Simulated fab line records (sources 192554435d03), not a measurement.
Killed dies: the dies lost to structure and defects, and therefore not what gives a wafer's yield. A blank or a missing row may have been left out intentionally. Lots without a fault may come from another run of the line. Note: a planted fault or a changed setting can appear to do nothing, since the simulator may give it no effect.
Split-lot trial | flow n5 finfet | route with 1938 steps; 7 lots, 21 wafers read

SPLIT DETAILS
At N5_BEOL_M5_COAT_05 (resist thk 30 nm), the setting spin rpm was moved away from the recipe's 1500 rpm on 4 of the 21 wafers read, by -8.5% to +7.7%. The other wafers ran this setting at the recipe's value.

The reading comes from the split's own step.

THE READING
CAR-EUV_of_BEOL_M5_COAT_05.thk nm (the simulator's own value, which no gauge read), in nm, at N5_BEOL_M5_COAT_05 (resist thk 30 nm). There is no usual value for it anywhere in the file. The 17 wafers here that ran the recipe average 30.0 nm, standard deviation 0.047 nm.

wafer  | tool, chamber at the split | spin rpm as run, rpm | against the recipe | CAR-EUV_of_BEOL_M5_COAT_05.thk nm, nm | against lot-mates on the recipe
L074.1 | litho track-05, 0          | 1500                 | recipe             | 30                                    | -
L074.2 | litho track-05, 0          | 1500                 | recipe             | 30                                    | -
L074.5 | litho track-05, 0          | 1608                 | +7.2%              | 29                                    | -1.0
L078.1 | litho track-03, 0          | 1500                 | recipe             | 30.2                                  | -
L078.3 | litho track-03, 0          | 1372                 | -8.5%              | 31.6                                  | +1.5
L078.4 | litho track-03, 0          | 1500                 | recipe             | 30                                    | -
L079.1 | litho track-03, 0          | 1500                 | recipe             | 30                                    | -
L079.2 | litho track-03, 0          | 1500                 | recipe             | 30                                    | -
L079.6 | litho track-03, 0          | 1500                 | recipe             | 30                                    | -
L080.4 | litho track-04, 0          | 1500                 | recipe             | 30                                    | -
L080.5 | litho track-04, 0          | 1500                 | recipe             | 30                                    | -
L080.6 | litho track-04, 0          | 1500                 | recipe             | 30                                    | -
L084.2 | litho track-03, 0          | 1500                 | recipe             | 30                                    | -
L084.3 | litho track-03, 0          | 1500                 | recipe             | 30                                    | -
L084.4 | litho track-03, 0          | 1500                 | recipe             | 30                                    | -
L089.2 | litho track-03, 0          | 1500                 | recipe             | 30                                    | -
L089.3 | litho track-03, 0          | 1616                 | +7.7%              | 29                                    | -1.0
L089.4 | litho track-03, 0          | 1616                 | +7.7%              | 28.8                                  | -1.2
L091.1 | litho track-05, 0          | 1500                 | recipe             | 30                                    | -
L091.2 | litho track-05, 0          | 1500                 | recipe             | 30                                    | -
L091.6 | litho track-05, 0          | 1500                 | recipe             | 30                                    | -

FIT RESULTS
A straight line over all 21 wafers: CAR-EUV_of_BEOL_M5_COAT_05.thk nm changes by -0.157 nm for each +1% of spin rpm; r = -0.99; the points scatter about the line by 0.085 nm.
The same after taking each lot's own level away (the mean of its wafers on the recipe; 21 wafers): -0.153 nm for each +1%; r = -0.99; scatter 0.069 nm.
According to that fit, moving spin rpm by its largest amount changes the reading by 1.3 nm.
The span of the lots' own levels, 30.00 to 30.10 nm, comes to 2.1 times the standard deviation stated above.
Hence the lot-to-lot level has little effect on the slope; both slopes agree.
Check: with one of the wafers moved furthest among these (-8.5%) left out of the fit, the line predicts +1.21 nm for it against its lot-mates. Against them it came out at +1.5 nm.

OTHER SPLITS APPLIED TO THESE WAFERS
Before the reading, these wafers also passed through other splits. Each is held against what the fit with the lots' levels taken away leaves over:
other split on the same wafers | wafers away from the commonest value | r with CAR-EUV_of_BEOL_M5_COAT_05.thk nm (lot level and that fit taken away)
N5_BEOL_M3_COAT_22 spin rpm    | 7                                    | -0.23
N5_BEOL_M3_DEP_57 time s       | 6                                    | -0.39
N5_BEOL_M4_ILD_DEP_00 time s   | 6                                    | +0.32
N5_BEOL_M5_ILD_DEP_00 time s   | 7                                    | -0.20

FILE'S OWN FIT
CAR-EUV_of_BEOL_M5_COAT_05.thk nm changes by -0.155 nm for each +1% of spin rpm, r = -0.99.
